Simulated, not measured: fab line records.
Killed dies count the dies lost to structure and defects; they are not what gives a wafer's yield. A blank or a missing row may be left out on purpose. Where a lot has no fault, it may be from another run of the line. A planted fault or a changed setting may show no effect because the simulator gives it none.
Comparing a struck lot with a sound one    flow n5-finfet    15 out of 1938 route steps
Sound: these wafers, L279.3, L279.4, L279.6. Wafers struck: L270.2, L270.3, L270.4. The cause comes at the end.
Order at every step that has rows: each side's tool, ch and its chambers, its first start. Under that, the readings that differ: sound wafers    struck wafers    difference of the means    sigmas: that difference in standard deviations of wafers without a fault.
alike: a reading whose means differ by less than 2 such deviations, as well as words and numbers matching on both sides. not compared: withheld readings; readings where some wafer has no value; bounds like >300 that might hide an equal value; numbers whose values overlap and for which the record gives no deviation.
The two part at a step that has a row with sigmas, a row that says differs or no value, or rows on one side only. Numbers that have no deviation but don't overlap get no sigmas and don't part them. Lack of a reading on every wafer of one side parts them only where that side has two or more wafers.

N5_BEOL_M8_CURE_75: cures SiCOH lowk, time 120 s.
  sound on uv-cure-01 ch 1, day 13 12:10; struck on uv-cure-01 ch 0, day 10 23:34
  alike: lamp-power-pct, wafer_temp_C_max
then, 1 step without rows for these wafers: N5_BEOL_M8_DEGAS_44 (time 60 s).
N5_BEOL_M8_PRE_CLEAN_45: time 30 s.
  sound on pvd-sputter-02 at day 13 12:34; struck on pvd-sputter-01 at day 11 00:55
  alike: heater-power-w, susceptor-temp-C
N5_BEOL_M8_ALD_77: deposits TaN, target thk 2 nm, pulse time 2 s, purge time 3 s.
  sound on ald-metal-02 ch 0,1,3, day 13 12:51; struck on ald-metal-02 ch 0,1,2, day 11 00:59
  alike: heater-power-w, susceptor-temp-C
N5_BEOL_M8_SURFACE_TREAT_79:
  sound on pvd-sputter-01 at day 13 14:01; struck on pvd-sputter-03 at day 11 01:16
  not compared: throttle-valve-pct
then, 4 steps without rows for these wafers: N5_BEOL_M8_CVD_78 (deposits Co from CCTBA/H2, target thk 2 nm, time 142.3 s); N5_BEOL_M8_SPUTTER_48 (material Cu, target thk 10 nm, time 1.667 s); N5_BEOL_M8_ECD_50 (material Cu, target thk 300 nm); N5_BEOL_M8_ANNEAL_51 (time 90 s).
N5_BEOL_M8_CMP_52: polishes, stops on SiCOH lowk, t overpolish 6.9 s, target thk 80 nm.
  sound on cmp-04 ch 0,1, day 13 14:46; struck on cmp-04 ch 0,2,3, day 11 02:00
  alike: barrier-field-endpoint-s, motor-current-A, overpolish-run-s, slurry-flow-ml-min, time-to-endpoint-s
  not compared: pad-life-wafers
N5_BEOL_M8_THK_MEAS_53: measures by xrf.
  sound on film-metro-02 at day 13 15:04; struck on film-metro-02 at day 11 02:16
  alike: M8_THK
then, 1 step without rows for these wafers: N5_BEOL_M8_PRE_CLEAN_55 (time 15 s).
N5_BEOL_M8_DEP_56: deposits SiCN from 3MS/NH3, target thk 10 nm, time 17.5 s.
  sound on pecvd-04 ch 0,2, day 13 15:07; struck on pecvd-03 ch 1,2, day 11 02:31
  alike: showerhead-plenum-p-Torr, throttle-valve-pct
N5_BEOL_M8_RS_MEAS_57: the measuring method here is four-point-probe.
  sound on film-metro-01 at day 13 15:11; struck on film-metro-01 at day 11 02:35
  alike: M8_RS
then, 1 step without rows for these wafers: N5_PASSIVATION_PROBE_49.

== WHERE THEY PART ==
Nowhere in this record.

WHY: the cause the simulator had injected
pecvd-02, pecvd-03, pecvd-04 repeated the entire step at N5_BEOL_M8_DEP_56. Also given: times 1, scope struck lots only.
